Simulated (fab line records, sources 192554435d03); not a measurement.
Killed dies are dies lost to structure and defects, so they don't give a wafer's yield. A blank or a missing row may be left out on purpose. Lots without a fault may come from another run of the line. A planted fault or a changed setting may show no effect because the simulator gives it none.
Chamber matching | flow n5_finfet | N5_FIN_CUT_ETCH_30 on rie_diel-05: 4 sister chambers
The step etches underlayer in N2/H2, target depth 13 nm, time 10.4 s. 14 wafers are shown with their chamber, then 7 later ones without.

WAFERS WITH THEIR CHAMBER
wafer  | chamber | drypump_motor_current_A (A) | showerhead_plenum_p_Torr (Torr) | throttle_valve_pct (%)
L075.1 | 2       | 5.3                         | 2.54                            | 17.65
L075.5 | 0       | 5.8                         | 2.64                            | 17.84
L075.6 | 1       | 5.6                         | 2.56                            | 17.95
L077.2 | 3       | 5.8                         | 2.56                            | 18.05
L077.5 | 1       | 5.6                         | 2.56                            | 17.95
L077.6 | 2       | 5.3                         | 2.54                            | 17.67
L081.1 | 2       | 5.3                         | 2.54                            | 17.68
L081.4 | 0       | 5.8                         | 2.64                            | 17.84
L081.6 | 2       | 5.3                         | 2.54                            | 17.68
L082.1 | 3       | 5.8                         | 2.56                            | 18.07
L082.2 | 2       | 5.3                         | 2.54                            | 17.68
L082.5 | 3       | 5.9                         | 2.56                            | 18.05
L087.2 | 2       | 5.3                         | 2.53                            | 17.70
L087.3 | 0       | 5.8                         | 2.63                            | 17.87

SIGNATURES (means of the wafers above)
reading                  | chamber 0 | chamber 1 | chamber 2 | chamber 3 | scatter within a chamber
drypump_motor_current_A  | 5.800     | 5.600     | 5.300     | 5.833     | 0.0258
showerhead_plenum_p_Torr | 2.6367    | 2.5600    | 2.5383    | 2.5600    | 0.00387
throttle_valve_pct       | 17.8500   | 17.9500   | 17.6767   | 18.0567   | 0.0148
Rule: a wafer's distance from a chamber is the root of the sum, over the readings, of the square of ((its reading less the chamber's mean) divided by the reading's scatter). The wafer belongs to the nearest chamber; if the next one is less than 2 further off, it can't be placed. The scatter: the root of (the sum of the squares of (reading less its chamber's mean) over the shown wafers, divided by (wafers less chambers)).

WAFERS WITHOUT THEIR CHAMBER
wafer  | drypump_motor_current_A (A) | showerhead_plenum_p_Torr (Torr) | throttle_valve_pct (%)
L087.5 | 5.8                         | 2.56                            | 18.09
L088.1 | 5.8                         | 2.55                            | 18.10
L088.3 | 5.5                         | 2.55                            | 17.99
L088.5 | 5.8                         | 2.63                            | 17.88
L090.1 | 5.5                         | 2.55                            | 17.98
L090.3 | 5.8                         | 2.55                            | 18.11
L090.4 | 5.8                         | 2.63                            | 17.87

WHICH CHAMBER EACH WENT THROUGH
wafer  | from the rows above | in truth
L087.5 | 3                   | 3
L088.1 | 3                   | 3
L088.3 | 1                   | 1
L088.5 | 0                   | 0
L090.1 | 1                   | 1
L090.3 | 3                   | 3
L090.4 | 0                   | 0
Placed correctly: 7 of 7. Can't be placed from these rows: 0. Placed wrongly: 0.
